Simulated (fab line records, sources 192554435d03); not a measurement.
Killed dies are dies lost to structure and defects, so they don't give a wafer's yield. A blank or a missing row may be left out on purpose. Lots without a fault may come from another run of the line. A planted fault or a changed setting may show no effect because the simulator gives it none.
fab line records | flow n5_finfet | part 2 of 2: steps 23 to 32 of 32
record lots=5 wafers=15 last_day=18
route steps=1938 shown SD_EPI_P@327 SD_ACTIVATION@330 ILD0@335 SDB@347
lots that met no fault: from a run of the same line without faults
start_h: hours from the record's first day to the start of the lot's first wafer shown | wait_h: hours since the lot's step before | " the same as in the row above | L1.1+2: a row that stands for several wafers | - no value, or no start given | * or withheld: withheld | < > ~ a bound
route shown NAME@n: a module of which the file shows steps, and the number in the route of the first | usual: mean/standard deviation of fault-free wafers | same: alike in all rows | chamber/n: place in a boat | sites: the reading at each site | _std_site: their standard deviation | _edge_site: outer sites' mean less inner sites' | radius_mm: how far each site lies from the wafer's centre | mask NAME#n: copy n | behind: the tool/chamber that last shaped the wafer | hold: why the lot was held/for how many hours/how that ended | device: the transistor (n, p or np) that didn't switch | end of line: the same wafers' tests at the end of the route | a step without rows: its recipe alone | killed: dies lost to structure and defects at the first sort, not the wafer's yield | map: a wafer's dies, x killed, . not, _ none there
set.NAME: the setting as run; set.NAME@STEP: as run at that earlier step | model.NAME: the simulator's own value behind a step, which no gauge read
lots at some steps of the route; a table a step, a row a wafer
services: from which hour (start_h, from the record's first day; less than 0 if before it) a tool's chamber was out of use, for how many hours, and why
## steps
# step N5_SDB_COAT_05
# recipe resist=CAR-ArF spin_rpm=1500 resist_thk_nm=90
# usual resist_line_temp_C=23.02/0.096
# columns lot.wafer tool chamber start_h wait_h resist_line_temp_C
L078.1 litho_track-05 0 - - 23.16
L078.4 " 0 " " 23.23
L078.5 " 0 " " 23.07
L083.1 litho_track-05 0 - - 23.04
L083.2 " 0 " " 22.89
L083.3 " 0 " " 22.93
L085.2 litho_track-05 0 - - 23.07
L085.3 " 0 " " 22.96
L085.6 " 0 " " 23.12
L089.1 litho_track-05 0 - - 22.92
L089.2 " 0 " " 22.87
L089.3 " 0 " " 22.97
L096.1 litho_track-03 0 - - 23.10
L096.2 " 0 " " 22.93
L096.5 " 0 " " 23.05
# step N5_SDB_EBR_07
# recipe solvent=PGMEA ebr_width_mm=1.5
# usual resist_line_temp_C=23.01/0.11
# columns lot.wafer tool chamber start_h wait_h resist_line_temp_C
L078.1 litho_track-05 0 - - 23.04
L078.4 " 0 " " 22.91
L078.5 " 0 " " 22.97
L083.1 litho_track-05 0 - - 22.87
L083.2 " 0 " " 22.94
L083.3 " 0 " " 23.01
L085.2 litho_track-05 0 - - 22.97
L085.3 " 0 " " 22.80
L085.6 " 0 " " 22.92
L089.1 litho_track-05 0 - - 23.11
L089.2 " 0 " " 22.86
L089.3 " 0 " " 22.94
L096.1 litho_track-03 0 - - 23.05
L096.2 " 0 " " 23.17
L096.5 " 0 " " 23.02
# step N5_SDB_SOFTBAKE_06
# recipe temp_c=110 time_s=60 resist=CAR-ArF
# usual resist_line_temp_C=22.98/0.12
# columns lot.wafer tool chamber start_h wait_h resist_line_temp_C
L078.1 litho_track-05 0 - - 22.87
L078.4 " 0 " " 22.87
L078.5 " 0 " " 22.77
L083.1 litho_track-05 0 - - 23.15
L083.2 " 0 " " 23.17
L083.3 " 0 " " 23.04
L085.2 litho_track-05 0 - - 22.81
L085.3 " 0 " " 22.88
L085.6 " 0 " " 23.03
L089.1 litho_track-05 0 - - 23.04
L089.2 " 0 " " 22.86
L089.3 " 0 " " 23.15
L096.1 litho_track-03 0 - - 22.97
L096.2 " 0 " " 22.95
L096.5 " 0 " " 22.98
# step N5_SDB_EXPOSE_08
# recipe mask_id=SDB na=1.35 source_shape=conventional sigma_outer=0.5 polarization=unpolarized dose_mj=49.6
# columns lot.wafer tool chamber start_h wait_h mask
L078.1+4+5 arfi_scanner-02 0 88.49 - SDB#0
L083.1+2+3 arfi_scanner-02 0 118.66 - SDB#0
L085.2+3+6 arfi_scanner-01 0 132.06 - SDB#0
L089.1+2+3 arfi_scanner-02 0 155.56 - SDB#0
L096.1+2+5 arfi_scanner-01 0 206.92 - SDB#0
# step N5_SDB_PEB_09
# recipe peb_temp_c=withheld peb_time_s=60 resist=CAR-ArF
# usual resist_line_temp_C=23.00/0.11
# columns lot.wafer tool chamber start_h wait_h resist_line_temp_C
L078.1 litho_track-05 0 88.55 0.1 22.89
L078.4 " 0 " " 22.92
L078.5 " 0 " " 22.97
L083.1 litho_track-04 0 118.72 0.1 22.99
L083.2 " 0 " " 22.89
L083.3 " 0 " " 22.76
L085.2 litho_track-03 0 132.11 0.0 22.89
L085.3 " 0 " " 22.77
L085.6 " 0 " " 22.88
L089.1 litho_track-03 0 155.62 0.1 23.06
L089.2 " 0 " " 23.11
L089.3 " 0 " " 23.11
L096.1 litho_track-04 0 206.98 0.1 22.91
L096.2 " 0 " " 22.88
L096.5 " 0 " " 22.92
# step N5_SDB_DEVELOP_10
# recipe develop_time_s=30 developer=TMAH resist=CAR-ArF rinse_liquid=diw dry=air_spin dev_temp_c=23
# usual resist_line_temp_C=23.00/0.11
# columns lot.wafer tool chamber start_h wait_h resist_line_temp_C
L078.1 litho_track-05 0 - - 22.94
L078.4 " 0 " " 23.02
L078.5 " 0 " " 23.18
L083.1 litho_track-04 0 - - 23.09
L083.2 " 0 " " 22.98
L083.3 " 0 " " 23.09
L085.2 litho_track-03 0 - - 23.06
L085.3 " 0 " " 23.10
L085.6 " 0 " " 23.00
L089.1 litho_track-03 0 - - 22.87
L089.2 " 0 " " 23.01
L089.3 " 0 " " 22.64
L096.1 litho_track-04 0 - - 23.10
L096.2 " 0 " " 23.14
L096.5 " 0 " " 23.24
# step N5_SDB_CD_MEAS_11
# recipe target_cd_nm=50 landing_energy_ev=500 detector=se_inlens polarity=opening
# usual cd_nm=49.7/1.1
# columns lot.wafer tool chamber start_h wait_h cd_nm
L078.1 cd_sem-01 0 88.62 - 47.6
L078.4 " 0 " " 49.3
L078.5 " 0 " " 48.1
L083.1 cd_sem-01 0 118.79 - 49.4
L083.2 " 0 " " 50.2
L083.3 " 0 " " 50.6
L085.2 cd_sem-01 0 132.18 - 50.3
L085.3 " 0 " " 48.4
L085.6 " 0 " " 51.1
L089.1 cd_sem-03 0 155.69 - 47.1
L089.2 " 0 " " 50.0
L089.3 " 0 " " 49.2
L096.1 cd_sem-03 0 207.05 - 50.2
L096.2 " 0 " " 50.6
L096.5 " 0 " " 49.9
# step N5_SDB_OVL_MEAS_12
# recipe points_per_wafer=44
# usual SDB_OVL=-0.2/0.77
# columns lot.wafer tool chamber start_h wait_h SDB_OVL[nm]
L078.1 overlay-02 0 88.65 0.0 -1.0
L078.4 " 0 " " -1.5
L078.5 " 0 " " 0.1
L083.1 overlay-01 0 118.82 0.0 0.7
L083.2 " 0 " " 0.3
L083.3 " 0 " " 1.3
L085.2 overlay-01 0 132.21 0.0 0.2
L085.3 " 0 " " -1.4
L085.6 " 0 " " -0.7
L089.1 overlay-01 0 155.72 0.0 0.3
L089.2 " 0 " " 0.2
L089.3 " 0 " " -0.5
L096.1 overlay-01 0 207.08 0.0 -0.2
L096.2 " 0 " " 0.0
L096.5 " 0 " " -0.3
# step N5_SDB_INSPECT_13
# recipe mode=adi inspect_instrument=brightfield
# usual raw_defect_count=82/38
# columns lot.wafer tool chamber start_h wait_h raw_defect_count
L078.1 defect_inspect-02 - 88.67 0.0 46
L078.4 " - " " 57
L078.5 " - " " 73
L083.1 defect_inspect-01 - 118.84 0.0 39
L083.2 " - " " 47
L083.3 " - " " 41
L085.2 defect_inspect-02 - 132.23 0.0 35
L085.3 " - " " 65
L085.6 " - " " 46
L089.1 defect_inspect-01 - 156.02 0.3 82
L089.2 " - " " 115
L089.3 " - " " 130
L096.1 defect_inspect-02 - 207.10 0.0 115
L096.2 " - " " 119
L096.5 " - " " 110
# step N5_SDB_DESCUM_16
# recipe chemistry=O2 time_s=7.9 source_power_w=50 bias_power_w=20 pressure_mtorr=20 rf_frequency_hz=2.712e+07 temp_c=40 resist=CAR-ArF o2_flow_sccm=225
# usual drypump_motor_current_A=5.7/0.39 oes_product_au=0.83/0.094 rf_vpp_V=243.5/1.2 showerhead_plenum_p_Torr=2.11/0.061 throttle_valve_pct=20.44/0.18
# columns lot.wafer tool chamber start_h wait_h drypump_motor_current_A oes_product_au rf_hours_counter_h rf_vpp_V showerhead_plenum_p_Torr throttle_valve_pct
L078.1 rie_diel-05 3 88.71 0.0 6.3 0.70 209 244.5 2.14 20.45
L078.4 " 0 " " 5.7 0.84 62 243.1 2.13 20.08
L078.5 " 0 " " 5.8 0.85 - 243.2 2.13 20.07
L083.1 rie_diel-06 2 118.87 0.0 5.3 0.88 36 246.1 2.22 20.25
L083.2 " 0 " " 5.3 0.75 147 243.0 2.10 20.62
L083.3 " 3 " " 5.1 0.70 241 244.3 2.17 20.72
L085.2 rie_diel-01 1 132.91 0.7 6.1 0.88 61 244.2 2.12 20.45
L085.3 " 0 " " 5.4 0.89 45 242.7 2.15 20.41
L085.6 " 2 " " 4.9 0.97 - 243.8 2.17 20.31
L089.1 rie_diel-05 3 156.05 0.0 6.3 0.69 238 243.4 2.13 20.49
L089.2 " 1 " " 5.8 0.92 29 244.7 2.03 20.44
L089.3 " 0 " " 5.7 0.81 89 244.0 2.12 20.12
L096.1 rie_diel-06 1 207.17 0.1 6.1 0.69 221 241.3 1.97 20.41
L096.2 " 0 " " 5.3 0.74 169 243.8 2.09 20.65
L096.5 " 1 " " 6.1 0.70 - 241.3 1.97 20.42
## services
# columns tool chamber start_h hours kind
cmp-02 - 60.17 4.0 pm
cmp-04 - 69.77 5.2 pm
cmp-04 - 79.54 0.7 repair
arfi_scanner-02 - 80.51 1.3 pm
ald_sin-02 - 85.25 14.0 pm
fcvd-02 - 92.66 7.5 pm
cmp-02 - 95.02 0.8 repair
fcvd-02 - 104.61 1.0 repair
cmp-04 - 107.29 1.2 repair
cmp-04 - 119.98 2.2 repair
arfi_scanner-02 - 127.80 1.0 pm
cmp-04 - 128.44 4.0 pm
arfi_scanner-02 - 135.63 0.7 repair
arfi_scanner-02 - 139.19 4.9 pm
ald_sin-03 1 155.05 4.3 repair
arfi_scanner-02 - 160.44 11.6 repair
cmp-02 - 161.40 8.3 pm
cmp-01 - 164.60 2.4 repair
remote_plasma-01 - 169.33 0.3 repair
arfi_scanner-02 - 174.32 1.2 repair
ald_sin-01 - 178.60 14.0 pm
cmp-04 - 185.04 3.2 repair
cmp-02 - 201.77 6.7 pm
arfi_scanner-02 - 206.01 1.3 pm
